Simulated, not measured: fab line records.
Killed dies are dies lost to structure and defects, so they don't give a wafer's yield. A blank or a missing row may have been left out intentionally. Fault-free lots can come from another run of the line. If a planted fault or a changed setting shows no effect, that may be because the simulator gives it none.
Lot-split experiment | flow n5Finfet | on a route of 1938 steps: 7 lots, 21 wafers read

## ON THE SPLIT
At N5_BEOL_M10_COAT_60 (time 60 s, resist thk 30 nm), the setting spinRpm was moved away from the recipe's 1500 rpm on 3 of the 21 wafers read, by -10.2% to -7.5%. All remaining wafers had this setting at the recipe value.

## FROM THE SPLIT TO THE READING: what the file shows between them, 3 steps
- N5_BEOL_M10_COAT_05: resist thk 90 nm
- N5_BEOL_M10_EBR_07
- N5_BEOL_M10_DESCUM_16: chemistry O2, time 7.9 s

## THE READING
CAR-ArF_of_BEOL_M10_COAT_05.thkNm (the simulator's own value, which no gauge read), in nm, at N5_BEOL_M10_ETCH_61 (etches SiARC in CF4, target depth 39 nm, time 65 s). The file does not state a usual value for it. Average 55.7 nm, standard deviation 0.28 nm, over the 18 wafers here run with the recipe.

wafer  | tool, chamber at the split | spinRpm as run, rpm | against the recipe | CAR-ArF_of_BEOL_M10_COAT_05.thkNm, nm | against lot-mates on the recipe
L074.1 | lithoTrack-03, 0           | 1500                | recipe             | 55.6                                  | -
L074.3 | lithoTrack-03, 0           | 1500                | recipe             | 55.4                                  | -
L074.5 | lithoTrack-03, 0           | 1500                | recipe             | 55.6                                  | -
L077.1 | lithoTrack-05, 0           | 1500                | recipe             | 55.6                                  | -
L077.2 | lithoTrack-05, 0           | 1347                | -10.2%             | 53.8                                  | -1.8
L077.4 | lithoTrack-05, 0           | 1347                | -10.2%             | 54.2                                  | -1.4
L076.1 | lithoTrack-03, 0           | 1500                | recipe             | 55.4                                  | -
L076.4 | lithoTrack-03, 0           | 1500                | recipe             | 55.8                                  | -
L076.6 | lithoTrack-03, 0           | 1500                | recipe             | 55.6                                  | -
L079.1 | lithoTrack-05, 0           | 1388                | -7.5%              | 54.6                                  | -1.5
L079.2 | lithoTrack-05, 0           | 1500                | recipe             | 56                                    | -
L079.6 | lithoTrack-05, 0           | 1500                | recipe             | 56.2                                  | -
L083.1 | lithoTrack-05, 0           | 1500                | recipe             | 56                                    | -
L083.2 | lithoTrack-05, 0           | 1500                | recipe             | 55.8                                  | -
L083.5 | lithoTrack-05, 0           | 1500                | recipe             | 56                                    | -
L086.2 | lithoTrack-05, 0           | 1500                | recipe             | 55.2                                  | -
L086.6 | lithoTrack-05, 0           | 1500                | recipe             | 55.2                                  | -
L086.3 | lithoTrack-05, 0           | 1500                | recipe             | 55.6                                  | -
L087.1 | lithoTrack-04, 0           | 1500                | recipe             | 55.6                                  | -
L087.3 | lithoTrack-04, 0           | 1500                | recipe             | 56                                    | -
L087.6 | lithoTrack-04, 0           | 1500                | recipe             | 56                                    | -

THE FIT
A straight line over all 21 wafers: CAR-ArF_of_BEOL_M10_COAT_05.thkNm changes by +0.163 nm for each +1% of spinRpm; r = +0.89; the points scatter about the line by 0.29 nm.
The same after taking each lot's own level away (the mean of its wafers on the recipe; 21 wafers): +0.166 nm for each +1%; r = +0.96; scatter 0.17 nm.
Per that fit: largest spinRpm move, reading shift of 1.7 nm.
The lots' own levels span 55.33 to 56.10 nm, that is 2.7 times the standard deviation above.
So the lot-to-lot level changes the slope little: the two slopes agree.
Check: -1.63 nm against its lot-mates is what the line predicts for one of the wafers moved furthest among these (-10.2%) when that wafer is left out of the fit. It came out at -1.8 nm against them.

## THE WHOLE CHAIN: every reading that the file lists as answering this split, in the file's order
step                | what it does                                       | reading                                                                            | change (the file's fit)               | r (the file's)
N5_BEOL_M10_COAT_60 | time 60 s, resist thk 30 nm                        | SiARC_of_BEOL_M10_COAT_60.thkNm (the simulator's own value, which no gauge read)   | -0.156 nm for each +1% of the setting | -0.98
N5_BEOL_M10_ETCH_61 | etches SiARC in CF4, target depth 39 nm, time 65 s | etch.depthNm (the simulator's own value, which no gauge read)                      | -0.163 nm for each +1% of the setting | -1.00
N5_BEOL_M10_ETCH_61 | etches SiARC in CF4, target depth 39 nm, time 65 s | CAR-ArF_of_BEOL_M10_COAT_05.thkNm (the simulator's own value, which no gauge read) | +0.172 nm for each +1% of the setting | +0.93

## FILE'S OWN FIT
CAR-ArF_of_BEOL_M10_COAT_05.thkNm changes by +0.172 nm for each +1% of spinRpm, r = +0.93.
